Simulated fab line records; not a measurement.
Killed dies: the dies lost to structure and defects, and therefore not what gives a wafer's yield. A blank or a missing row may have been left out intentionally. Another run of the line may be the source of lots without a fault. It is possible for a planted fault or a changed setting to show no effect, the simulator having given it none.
fab line records	flow n5Finfet
record: lots: 24	wafers: 72	lastDay: 19
route steps=1938 shown BEOL_M6@1252 BEOL_M7@1265
lots with no fault: from the same line, run without faults
startH: hours from the record's first day to the start of the lot's first wafer shown	waitH: time in hours since the lot's previous step	" the same as in the row above	L1.1+2: a single row standing in for several wafers	- no value present, or no start provided	* or withheld: withheld	< > ~ a bound
route shown NAME@n: names a module that has steps shown in the file, with the first one's number in the route	usual: average and standard deviation across the fault-free wafers	same: alike in all rows	chamber/n: place in a boat	sites: each site's reading	_std_site: standard deviation across them	_edge_site: outer sites' mean less inner sites'	radiusMm: how far each site lies from the wafer's centre	mask NAME#n: copy n	behind: the tool/chamber that last shaped the wafer	hold: why the lot went on hold/how many hours it stayed there/how the hold came to an end	device: names the non-switching transistor (n, p or np)	end of line: tests run on the same wafers once the route is complete	for a step that has no rows: nothing shown but its recipe	killed: the dies lost at the first sort to structure and to defects; this is not the yield of the wafer	map: shows each die of a wafer: x if killed, . if not, _ if none is there
set.NAME: the run value of the setting; set.NAME@STEP: its run value at that earlier step	model.NAME: the simulator's own value behind a step, which no gauge read
the route's steps for a sample of lots (tables are steps, rows are wafers)
services: from which hour (startH, from the record's first day; less than 0 if before it) a tool's chamber was out of use, for how many hours, and why
== steps ==
step: N5_BEOL_M6_SURFACE_TREAT_79
recipe: gas: Ar	timeS: *	ionEnergyEv: *	ionCurrentMaCm2: 0.5	pressureMtorr: *	arFlowSccm: 30
usual: throttleValvePct: *
lot.wafer	tool	chamber	startH	waitH	throttleValvePct
L074.1	pvdSputter-02	-	202.94	0.2	*
L074.2	"	-	"	"	*
L074.3	"	-	"	"	*
L075.1	pvdSputter-01	-	209.81	0.3	*
L075.4	"	-	"	"	*
L075.5	"	-	"	"	*
L076.1	pvdSputter-01	-	210.35	0.2	*
L076.5	"	-	"	"	*
L076.6	"	-	"	"	*
L079.3	pvdSputter-03	-	229.17	0.2	*
L079.4	"	-	"	"	*
L079.6	"	-	"	"	*
L077.2	pvdSputter-03	-	229.61	0.2	*
L077.3	"	-	"	"	*
L077.6	"	-	"	"	*
L078.2	pvdSputter-01	-	240.42	0.3	*
L078.5	"	-	"	"	*
L078.6	"	-	"	"	*
L080.1	pvdSputter-02	-	251.94	0.3	*
L080.2	"	-	"	"	*
L080.6	"	-	"	"	*
L082.1	pvdSputter-01	-	261.16	1.7	*
L082.2	"	-	"	"	*
L082.6	"	-	"	"	*
L081.1	pvdSputter-01	-	263.62	0.2	*
L081.3	"	-	"	"	*
L081.6	"	-	"	"	*
L084.1	pvdSputter-01	-	266.47	0.2	*
L084.2	"	-	"	"	*
L084.5	"	-	"	"	*
L086.1	pvdSputter-02	-	270.67	0.2	*
L086.4	"	-	"	"	*
L086.5	"	-	"	"	*
L085.1	pvdSputter-03	-	293.80	0.2	*
L085.2	"	-	"	"	*
L085.6	"	-	"	"	*
L083.1	pvdSputter-01	-	294.32	0.2	*
L083.3	"	-	"	"	*
L083.5	"	-	"	"	*
L088.1	pvdSputter-01	-	294.61	0.4	*
L088.2	"	-	"	"	*
L088.5	"	-	"	"	*
L087.1	pvdSputter-03	-	296.90	0.2	*
L087.5	"	-	"	"	*
L087.6	"	-	"	"	*
L090.1	pvdSputter-02	-	301.56	0.2	*
L090.4	"	-	"	"	*
L090.5	"	-	"	"	*
L089.1	pvdSputter-01	-	301.75	0.2	*
L089.2	"	-	"	"	*
L089.5	"	-	"	"	*
L091.3	pvdSputter-01	-	321.56	0.2	*
L091.4	"	-	"	"	*
L091.5	"	-	"	"	*
L092.1	pvdSputter-01	-	322.12	0.2	*
L092.3	"	-	"	"	*
L092.5	"	-	"	"	*
L093.3	pvdSputter-01	-	322.50	0.3	*
L093.5	"	-	"	"	*
L093.6	"	-	"	"	*
L094.1	pvdSputter-02	-	326.62	0.2	*
L094.2	"	-	"	"	*
L094.4	"	-	"	"	*
L095.2	pvdSputter-02	-	333.41	0.6	*
L095.5	"	-	"	"	*
L095.6	"	-	"	"	*
L096.1	pvdSputter-02	-	355.24	0.3	*
L096.2	"	-	"	"	*
L096.3	"	-	"	"	*
L097.2	pvdSputter-02	-	359.74	0.2	*
L097.4	"	-	"	"	*
L097.6	"	-	"	"	*
step: N5_BEOL_M7_THK_MEAS_01
recipe: reads: SiCOH_lowk_of_BEOL_M7_ILD_DEP_00
usual: M7_ILD_THK: 156.3/2
lot.wafer	tool	chamber	startH	waitH	M7_ILD_THK[nm]
L074.1	filmMetro-02	-	204.77	0.4	152.4
L074.2	"	-	"	"	155.0
L074.3	"	-	"	"	156.5
L075.1	filmMetro-01	-	212.26	0.4	153.7
L075.4	"	-	"	"	156.8
L075.5	"	-	"	"	153.4
L076.1	filmMetro-02	-	212.77	0.4	154.5
L076.5	"	-	"	"	156.8
L076.6	"	-	"	"	157.8
L079.3	filmMetro-02	-	231.03	0.3	157.7
L079.4	"	-	"	"	160.0
L079.6	"	-	"	"	158.9
L077.2	filmMetro-02	-	232.10	0.4	157.6
L077.3	"	-	"	"	157.2
L077.6	"	-	"	"	159.4
L078.2	filmMetro-01	-	243.01	0.7	154.8
L078.5	"	-	"	"	159.3
L078.6	"	-	"	"	157.4
L080.1	filmMetro-01	-	253.69	0.4	156.1
L080.2	"	-	"	"	157.4
L080.6	"	-	"	"	156.6
L082.1	filmMetro-02	-	263.47	0.4	152.3
L082.2	"	-	"	"	152.3
L082.6	"	-	"	"	156.0
L081.1	filmMetro-02	-	266.14	0.4	155.4
L081.3	"	-	"	"	156.6
L081.6	"	-	"	"	156.1
L084.1	filmMetro-01	-	268.27	0.4	156.3
L084.2	"	-	"	"	154.9
L084.5	"	-	"	"	157.5
L086.1	filmMetro-02	-	272.58	0.4	154.7
L086.4	"	-	"	"	156.1
L086.5	"	-	"	"	158.7
L085.1	filmMetro-01	-	296.10	0.4	155.1
L085.2	"	-	"	"	155.5
L085.6	"	-	"	"	156.1
L083.1	filmMetro-01	-	296.64	0.4	153.6
L083.3	"	-	"	"	153.6
L083.5	"	-	"	"	156.4
L088.1	filmMetro-01	-	297.53	0.4	153.6
L088.2	"	-	"	"	154.5
L088.5	"	-	"	"	156.2
L087.1	filmMetro-01	-	298.70	0.4	153.8
L087.5	"	-	"	"	157.1
L087.6	"	-	"	"	155.3
L090.1	filmMetro-02	-	303.85	0.4	155.2
L090.4	"	-	"	"	155.3
L090.5	"	-	"	"	155.4
L089.1	filmMetro-02	-	304.33	0.4	154.2
L089.2	"	-	"	"	155.2
L089.5	"	-	"	"	156.7
L091.3	filmMetro-01	-	325.42	0.3	156.6
L091.4	"	-	"	"	159.0
L091.5	"	-	"	"	159.3
L092.1	filmMetro-02	-	325.90	0.4	158.5
L092.3	"	-	"	"	155.1
L092.5	"	-	"	"	160.3
L093.3	filmMetro-01	-	325.96	0.3	156.3
L093.5	"	-	"	"	160.0
L093.6	"	-	"	"	155.0
L094.1	filmMetro-01	-	331.72	0.4	153.1
L094.2	"	-	"	"	155.3
L094.4	"	-	"	"	155.9
L095.2	filmMetro-02	-	336.14	0.4	152.9
L095.5	"	-	"	"	157.4
L095.6	"	-	"	"	156.7
L096.1	filmMetro-02	-	359.05	0.4	154.5
L096.2	"	-	"	"	156.2
L096.3	"	-	"	"	153.1
L097.2	filmMetro-01	-	362.74	0.4	157.2
L097.4	"	-	"	"	159.7
L097.6	"	-	"	"	157.8
step: N5_BEOL_M7_CD_MEAS_11
recipe: targetCdNm: 38.5	landingEnergyEv: 500	detector: seInlens	polarity: opening
usual: cdNm: 38.5/0.48
lot.wafer	tool	chamber	startH	waitH	cdNm
L074.1	cdSem-03	0	205.83	-	38.5
L074.2	"	0	"	"	38.5
L074.3	"	0	"	"	38.8
L075.1	cdSem-02	0	214.88	-	38.9
L075.4	"	0	"	"	39.0
L075.5	"	0	"	"	38.5
L076.1	cdSem-01	0	215.29	-	37.9
L076.5	"	0	"	"	38.9
L076.6	"	0	"	"	38.4
L079.3	cdSem-03	0	234.22	-	38.6
L079.4	"	0	"	"	38.5
L079.6	"	0	"	"	38.5
L077.2	cdSem-02	0	234.26	-	38.7
L077.3	"	0	"	"	39.1
L077.6	"	0	"	"	38.3
L078.2	cdSem-02	0	245.48	-	38.5
L078.5	"	0	"	"	38.0
L078.6	"	0	"	"	38.7
L080.1	cdSem-03	0	254.53	-	38.1
L080.2	"	0	"	"	38.4
L080.6	"	0	"	"	38.3
L082.1	cdSem-01	0	264.57	-	37.7
L082.2	"	0	"	"	38.3
L082.6	"	0	"	"	37.9
L081.1	cdSem-02	0	266.97	-	38.4
L081.3	"	0	"	"	38.7
L081.6	"	0	"	"	38.3
L084.1	cdSem-02	0	270.07	-	38.3
L084.2	"	0	"	"	37.8
L084.5	"	0	"	"	38.1
L086.1	cdSem-02	0	274.65	-	39.0
L086.4	"	0	"	"	38.9
L086.5	"	0	"	"	39.3
L085.1	cdSem-02	0	297.19	-	38.6
L085.2	"	0	"	"	38.9
L085.6	"	0	"	"	38.4
L083.1	cdSem-02	0	297.43	-	38.0
L083.3	"	0	"	"	37.7
L083.5	"	0	"	"	37.9
L088.1	cdSem-01	0	300.49	-	38.3
L088.2	"	0	"	"	38.7
L088.5	"	0	"	"	38.4
L087.1	cdSem-01	0	301.05	-	38.1
L087.5	"	0	"	"	39.0
L087.6	"	0	"	"	38.3
L090.1	cdSem-01	0	305.11	-	38.5
L090.4	"	0	"	"	38.6
L090.5	"	0	"	"	39.3
L089.1	cdSem-02	0	305.21	-	39.5
L089.2	"	0	"	"	39.3
L089.5	"	0	"	"	39.2
L091.3	cdSem-03	0	326.51	-	38.4
L091.4	"	0	"	"	38.5
L091.5	"	0	"	"	38.0
L092.1	cdSem-03	0	326.87	-	38.6
L092.3	"	0	"	"	39.0
L092.5	"	0	"	"	38.7
L093.3	cdSem-02	0	327.03	-	38.5
L093.5	"	0	"	"	38.3
L093.6	"	0	"	"	37.9
L094.1	cdSem-03	0	332.77	-	38.9
L094.2	"	0	"	"	38.4
L094.4	"	0	"	"	38.8
L095.2	cdSem-01	0	336.85	-	38.5
L095.5	"	0	"	"	38.2
L095.6	"	0	"	"	37.4
L096.1	cdSem-01	0	359.85	-	38.8
L096.2	"	0	"	"	38.6
L096.3	"	0	"	"	39.1
L097.2	cdSem-01	0	363.59	-	38.6
L097.4	"	0	"	"	38.0
L097.6	"	0	"	"	38.0
step: N5_BEOL_M7_HM_OPEN_17
recipe: chemistry: Cl2/BCl3	targetDepthA: 200	overetchA: 60	target: TiN	maskMaterial: SOC	ionEnergyEv: 150	pressureMtorr: 10	icpW: 1000	biasW: 126	Cl2_flow_sccm: 53.25	bcl3FlowSccm: 21.75	Ar_flow_sccm: 25
usual: drypumpMotorCurrentA: 5.6/0.4	oesProductAu: 0.63/0.077	throttleValvePct: 22.29/0.24
lot.wafer	tool	chamber	startH	waitH	drypumpMotorCurrentA	oesProductAu	rfHoursCounterH	throttleValvePct
L074.1	rieMetal-02	1	206.20	0.0	5.1	0.65	45	22.57
L074.2	"	0	"	"	5.4	0.59	91	22.08
L074.3	"	1	"	"	5.1	0.64	-	22.57
L075.1	rieMetal-02	1	215.25	0.0	5.1	0.64	46	22.58
L075.4	"	1	"	"	5.1	0.65	-	22.57
L075.5	"	1	"	"	5.1	0.65	-	22.58
L076.1	rieMetal-03	1	215.66	0.0	5.3	0.76	11	22.04
L076.5	"	0	"	"	6.2	0.69	-	22.14
L076.6	"	1	"	"	5.3	0.74	-	22.02
L079.3	rieMetal-03	1	234.82	0.1	5.3	0.75	-	22.02
L079.4	"	0	"	"	6.2	0.68	-	22.14
L079.6	"	1	"	"	5.3	0.75	-	22.03
L077.2	rieMetal-03	1	234.96	0.0	5.3	0.74	12	22.04
L077.3	"	1	"	"	5.3	0.74	-	22.05
L077.6	"	1	"	"	5.3	0.75	-	22.04
L078.2	rieMetal-01	1	246.11	0.0	5.5	0.54	107	22.69
L078.5	"	1	"	"	5.5	0.54	-	22.68
L078.6	"	0	"	"	6.0	0.59	-	22.13
L080.1	rieMetal-01	0	254.90	0.0	6.0	0.58	90	22.16
L080.2	"	1	"	"	5.5	0.53	108	22.70
L080.6	"	0	"	"	6.0	0.58	-	22.16
L082.1	rieMetal-03	0	264.94	0.0	6.3	0.67	33	22.15
L082.2	"	1	"	"	5.3	0.73	16	22.05
L082.6	"	0	"	"	6.3	0.68	-	22.16
L081.1	rieMetal-02	0	267.34	0.0	5.4	0.58	95	22.11
L081.3	"	1	"	"	5.1	0.64	-	22.56
L081.6	"	1	"	"	5.1	0.64	-	22.59
L084.1	rieMetal-02	1	270.51	0.0	5.1	0.63	51	22.59
L084.2	"	0	"	"	5.3	0.57	95	22.10
L084.5	"	1	"	"	5.1	0.63	-	22.60
L086.1	rieMetal-01	0	275.01	0.0	5.9	0.58	92	22.15
L086.4	"	1	"	"	5.5	0.53	-	22.71
L086.5	"	1	"	"	5.5	0.54	-	22.71
L085.1	rieMetal-03	0	297.69	0.0	6.3	0.67	36	22.18
L085.2	"	1	"	"	5.3	0.72	19	22.08
L085.6	"	1	"	"	5.3	0.72	-	22.07
L083.1	rieMetal-02	1	297.85	0.0	5.1	0.63	53	22.57
L083.3	"	1	"	"	5.1	0.64	-	22.58
L083.5	"	1	"	"	5.1	0.63	-	22.58
L088.1	rieMetal-03	1	301.11	0.0	5.3	0.72	19	22.06
L088.2	"	0	"	"	6.3	0.67	36	22.16
L088.5	"	0	"	"	6.3	0.67	-	22.16
L087.1	rieMetal-02	0	301.41	0.0	5.4	0.57	97	22.09
L087.5	"	0	"	"	5.4	0.58	-	22.08
L087.6	"	1	"	"	5.1	0.62	-	22.59
L090.1	rieMetal-02	0	305.52	0.0	5.4	0.58	98	22.08
L090.4	"	0	"	"	5.3	0.57	-	22.10
L090.5	"	1	"	"	5.1	0.63	-	22.59
L089.1	rieMetal-03	1	306.12	0.0	5.3	0.72	20	22.06
L089.2	"	0	"	"	6.3	0.67	36	22.15
L089.5	"	1	"	"	5.3	0.72	-	22.06
L091.3	rieMetal-01	1	326.91	0.1	5.5	0.53	-	22.71
L091.4	"	0	"	"	6.0	0.57	-	22.16
L091.5	"	1	"	"	5.5	0.52	-	22.71
L092.1	rieMetal-01	1	327.23	0.0	5.5	0.53	114	22.71
L092.3	"	0	"	"	6.0	0.57	-	22.18
L092.5	"	0	"	"	5.9	0.57	-	22.17
L093.3	rieMetal-01	1	327.50	0.1	5.5	0.53	-	22.73
L093.5	"	0	"	"	5.9	0.57	-	22.16
L093.6	"	1	"	"	5.5	0.53	-	22.70
L094.1	rieMetal-01	0	333.13	0.0	6.0	0.57	97	22.17
L094.2	"	0	"	"	5.9	0.58	-	22.16
L094.4	"	0	"	"	5.9	0.58	-	22.15
L095.2	rieMetal-02	0	337.22	0.0	5.4	0.58	100	22.10
L095.5	"	1	"	"	5.1	0.63	-	22.60
L095.6	"	0	"	"	5.4	0.57	-	22.10
L096.1	rieMetal-01	0	360.22	0.0	6.0	0.57	100	22.19
L096.2	"	1	"	"	5.5	0.83	0	22.45
L096.3	"	0	"	"	5.9	0.56	-	22.17
L097.2	rieMetal-01	0	364.01	0.0	6.0	0.57	100	22.17
L097.4	"	1	"	"	5.5	0.83	-	22.42
L097.6	"	0	"	"	5.9	0.57	-	22.16
step: N5_BEOL_M7_STRIP_80
recipe: chemistry: N2/H2	timeS: 10	powerW: 450	tempC: 40	pressureMtorr: 20	rfFrequencyHz: 6e+07	biasPowerW: 7	n2FlowSccm: 200	h2FlowSccm: 200
usual: drypumpMotorCurrentA: 5.52/0.28	oesProductAu: 0.76/0.072	rfVppV: 59.1/0.98	showerheadPlenumPTorr: 2.50/0.094	throttleValvePct: 23.6/0.33
lot.wafer	tool	chamber	startH	waitH	drypumpMotorCurrentA	oesProductAu	rfHoursCounterH	rfVppV	showerheadPlenumPTorr	throttleValvePct
L074.1	rieDiel-06	1	-	-	5.99	0.90	36	59.2	2.59	23.6
L074.2	"	3	"	"	5.08	0.71	221	58.5	2.41	23.8
L074.3	"	2	"	"	5.96	0.79	113	60.2	2.67	23.7
L076.1	rieDiel-01	1	-	-	5.60	0.71	222	58.3	2.62	23.7
L076.5	"	3	"	"	5.67	0.76	-	57.4	2.45	23.6
L076.6	"	2	"	"	5.70	0.72	-	59.5	2.51	23.8
L075.1	rieDiel-03	1	-	-	5.22	0.77	143	58.7	2.33	23.2
L075.4	"	2	"	"	5.36	0.74	177	59.7	2.53	24.2
L075.5	"	0	"	"	5.63	0.72	-	59.3	2.51	23.2
L079.3	rieDiel-03	0	-	-	5.56	0.71	216	60.7	2.50	23.2
L079.4	"	1	"	"	5.22	0.77	150	57.6	2.33	23.2
L079.6	"	2	"	"	5.30	0.72	-	58.7	2.52	24.2
L077.2	rieDiel-01	2	-	-	5.70	0.71	232	59.6	2.51	23.9
L077.3	"	3	"	"	5.67	0.76	147	60.9	2.45	23.6
L077.6	"	2	"	"	5.69	0.70	-	57.7	2.51	23.9
L078.2	rieDiel-03	1	-	-	5.24	0.76	155	57.2	2.32	23.2
L078.5	"	0	"	"	5.60	0.70	-	61.7	2.50	23.2
L078.6	"	1	"	"	5.24	0.76	-	58.2	2.32	23.2
L080.1	rieDiel-01	1	-	-	5.60	0.70	236	59.1	2.62	23.7
L080.2	"	0	"	"	5.07	0.81	92	58.9	2.56	23.7
L080.6	"	0	"	"	5.08	0.81	-	59.3	2.56	23.7
L082.1	rieDiel-03	3	-	-	5.72	0.68	247	57.6	2.50	24.0
L082.2	"	0	"	"	5.59	0.71	227	58.7	2.50	23.2
L082.6	"	2	"	"	5.28	0.72	-	58.3	2.52	24.2
L081.1	rieDiel-03	3	-	-	5.70	0.68	248	59.1	2.50	24.0
L081.3	"	0	"	"	5.58	0.70	228	60.0	2.50	23.2
L081.6	"	3	"	"	5.73	0.69	-	57.9	2.50	24.0
L084.1	rieDiel-01	2	-	-	5.72	0.70	241	59.1	2.50	23.9
L084.2	"	3	"	"	5.67	0.74	156	58.3	2.44	23.6
L084.5	"	3	"	"	5.66	0.74	-	60.1	2.44	23.6
L086.1	rieDiel-06	1	-	-	5.98	0.86	58	58.5	2.58	23.6
L086.4	"	3	"	"	5.07	0.70	241	58.7	2.40	23.8
L086.5	"	3	"	"	5.08	0.71	-	57.9	2.40	23.8
L085.1	rieDiel-01	0	-	-	5.06	0.80	99	60.2	2.56	23.7
L085.2	"	3	"	"	5.65	0.74	164	59.3	2.44	23.7
L085.6	"	2	"	"	5.69	0.69	-	59.6	2.50	23.9
L083.1	rieDiel-03	0	-	-	5.55	0.69	239	60.2	2.49	23.2
L083.3	"	1	"	"	5.23	0.75	173	57.9	2.32	23.2
L083.5	"	2	"	"	5.31	0.71	-	58.7	2.52	24.2
L088.1	rieDiel-01	0	-	-	5.08	0.79	100	60.1	2.56	23.7
L088.2	"	3	"	"	5.67	0.73	165	60.4	2.44	23.6
L088.5	"	1	"	"	5.59	0.68	-	60.8	2.61	23.8
L087.1	rieDiel-06	2	-	-	5.95	0.76	134	59.1	2.66	23.8
L087.5	"	3	"	"	5.09	0.70	-	58.8	2.40	23.8
L087.6	"	2	"	"	5.96	0.76	-	59.1	2.66	23.8
L090.1	rieDiel-03	3	-	-	5.72	0.96	6	58.6	2.50	23.7
L090.4	"	0	"	"	5.60	0.69	241	59.2	2.49	23.2
L090.5	"	0	"	"	5.60	0.70	-	59.1	2.49	23.2
L089.1	rieDiel-06	2	-	-	5.96	0.75	136	59.3	2.66	23.8
L089.2	"	0	"	"	5.51	0.83	89	58.6	2.56	23.3
L089.5	"	1	"	"	5.97	0.85	-	58.9	2.57	23.6
L091.3	rieDiel-03	3	-	-	5.73	0.91	12	60.8	2.50	23.7
L091.4	"	0	"	"	5.59	0.69	247	59.4	2.49	23.2
L091.5	"	3	"	"	5.74	0.93	-	59.0	2.50	23.7
L093.3	rieDiel-06	0	-	-	5.50	0.83	97	59.8	2.56	23.3
L093.5	"	2	"	"	5.95	0.75	-	58.6	2.66	23.8
L093.6	"	0	"	"	5.46	0.83	-	58.3	2.56	23.3
L092.1	rieDiel-01	3	-	-	5.67	0.72	176	59.4	2.44	23.7
L092.3	"	1	"	"	5.57	0.67	260	59.5	2.60	23.8
L092.5	"	0	"	"	5.07	0.78	-	60.3	2.55	23.8
L094.1	rieDiel-06	1	-	-	6.00	0.85	75	59.9	2.57	23.6
L094.2	"	2	"	"	5.98	0.76	146	59.1	2.66	23.8
L094.4	"	2	"	"	5.99	0.75	-	59.5	2.66	23.8
L095.2	rieDiel-03	2	-	-	5.27	0.70	214	59.3	2.51	24.2
L095.5	"	1	"	"	5.25	0.74	-	56.9	2.31	23.2
L095.6	"	0	"	"	5.57	0.68	-	59.8	2.49	23.2
L096.1	rieDiel-03	3	-	-	5.70	0.90	25	60.2	2.49	23.7
L096.2	"	0	"	"	5.57	1.00	1	59.4	2.49	22.9
L096.3	"	2	"	"	5.27	0.70	224	60.2	2.51	24.2
L097.2	rieDiel-03	2	-	-	5.34	0.70	225	58.4	2.51	24.2
L097.4	"	3	"	"	5.72	0.89	-	60.7	2.49	23.7
L097.6	"	2	"	"	5.30	0.70	-	58.5	2.51	24.2
step: N5_BEOL_M7_CD_MEAS_35
recipe: targetCdNm: 40	polarity: opening
usual: cdNm: 40.0/0.55
lot.wafer	tool	chamber	startH	waitH	cdNm
L074.1	cdSem-02	-	208.43	0.0	40.5
L074.2	"	-	"	"	40.2
L074.3	"	-	"	"	40.2
L076.1	cdSem-02	-	218.14	0.0	39.8
L076.5	"	-	"	"	40.1
L076.6	"	-	"	"	39.5
L075.1	cdSem-03	-	218.31	0.0	39.8
L075.4	"	-	"	"	39.9
L075.5	"	-	"	"	39.7
L079.3	cdSem-02	-	237.73	0.0	39.9
L079.4	"	-	"	"	39.8
L079.6	"	-	"	"	39.4
L077.2	cdSem-02	-	239.07	0.0	40.0
L077.3	"	-	"	"	40.7
L077.6	"	-	"	"	40.2
L078.2	cdSem-01	-	248.86	0.0	39.7
L078.5	"	-	"	"	39.9
L078.6	"	-	"	"	40.0
L080.1	cdSem-01	-	256.76	0.0	40.2
L080.2	"	-	"	"	39.6
L080.6	"	-	"	"	40.5
L082.1	cdSem-01	-	266.19	0.0	39.8
L082.2	"	-	"	"	39.2
L082.6	"	-	"	"	39.0
L081.1	cdSem-02	-	268.65	0.0	39.9
L081.3	"	-	"	"	39.6
L081.6	"	-	"	"	39.8
L084.1	cdSem-03	-	272.17	0.0	39.8
L084.2	"	-	"	"	39.5
L084.5	"	-	"	"	39.6
L086.1	cdSem-02	-	276.98	0.0	40.8
L086.4	"	-	"	"	40.3
L086.5	"	-	"	"	40.7
L085.1	cdSem-02	-	300.34	0.0	40.1
L085.2	"	-	"	"	40.6
L085.6	"	-	"	"	40.3
L083.1	cdSem-03	-	300.58	0.0	39.3
L083.3	"	-	"	"	39.1
L083.5	"	-	"	"	39.2
L088.1	cdSem-02	-	302.43	0.0	39.8
L088.2	"	-	"	"	40.0
L088.5	"	-	"	"	39.8
L087.1	cdSem-03	-	302.77	0.0	39.4
L087.5	"	-	"	"	40.2
L087.6	"	-	"	"	39.9
L090.1	cdSem-02	-	307.76	0.0	40.1
L090.4	"	-	"	"	39.8
L090.5	"	-	"	"	41.1
L089.1	cdSem-02	-	308.07	0.0	40.7
L089.2	"	-	"	"	40.7
L089.5	"	-	"	"	41.3
L091.3	cdSem-03	-	329.12	0.0	39.7
L091.4	"	-	"	"	40.3
L091.5	"	-	"	"	39.5
L093.3	cdSem-02	-	329.61	0.0	40.8
L093.5	"	-	"	"	40.4
L093.6	"	-	"	"	39.6
L092.1	cdSem-03	-	329.96	0.0	39.8
L092.3	"	-	"	"	40.5
L092.5	"	-	"	"	39.7
L094.1	cdSem-01	-	334.91	0.0	40.8
L094.2	"	-	"	"	40.0
L094.4	"	-	"	"	40.4
L095.2	cdSem-03	-	338.71	0.0	38.9
L095.5	"	-	"	"	39.2
L095.6	"	-	"	"	39.3
L096.1	cdSem-02	-	362.81	0.0	40.3
L096.2	"	-	"	"	40.0
L096.3	"	-	"	"	40.8
L097.2	cdSem-02	-	366.07	0.0	39.7
L097.4	"	-	"	"	39.9
L097.6	"	-	"	"	40.2
== services ==
tool	chamber	startH	hours	kind
pvdSputter-03	-	186.76	4.3	repair
rieMetal-03	-	195.67	0.3	repair
rieMetal-02	0	208.70	9.6	repair
rieDiel-01	0	210.39	10.2	repair
rieMetal-02	-	234.38	1.4	pm
rieDiel-03	2	241.27	5.7	repair
rieMetal-02	-	244.44	0.4	repair
rieDiel-03	3	244.60	9.1	repair
rieDiel-06	2	269.26	3.9	repair
rieDiel-03	3	274.20	-	clean
rieDiel-03	3	274.20	-	consumableReplace:focusRing
rieDiel-03	3	274.20	15.2	scheduledDown
rieDiel-03	3	274.20	15.2	ventCycle
rieDiel-01	0	275.92	17.7	repair
rieMetal-01	1	330.56	9.9	repair
rieMetal-02	0	332.36	2.5	repair
rieDiel-03	0	338.53	-	clean
rieDiel-03	0	338.53	-	consumableReplace:focusRing
rieDiel-03	0	338.53	20.6	scheduledDown
rieDiel-03	0	338.53	20.6	ventCycle
rieDiel-03	-	339.99	0.7	repair
rieDiel-06	0	356.11	2.4	repair
rieDiel-01	0	358.70	5.0	repair
rieDiel-03	0	364.52	16.1	repair
== key ==
fault none
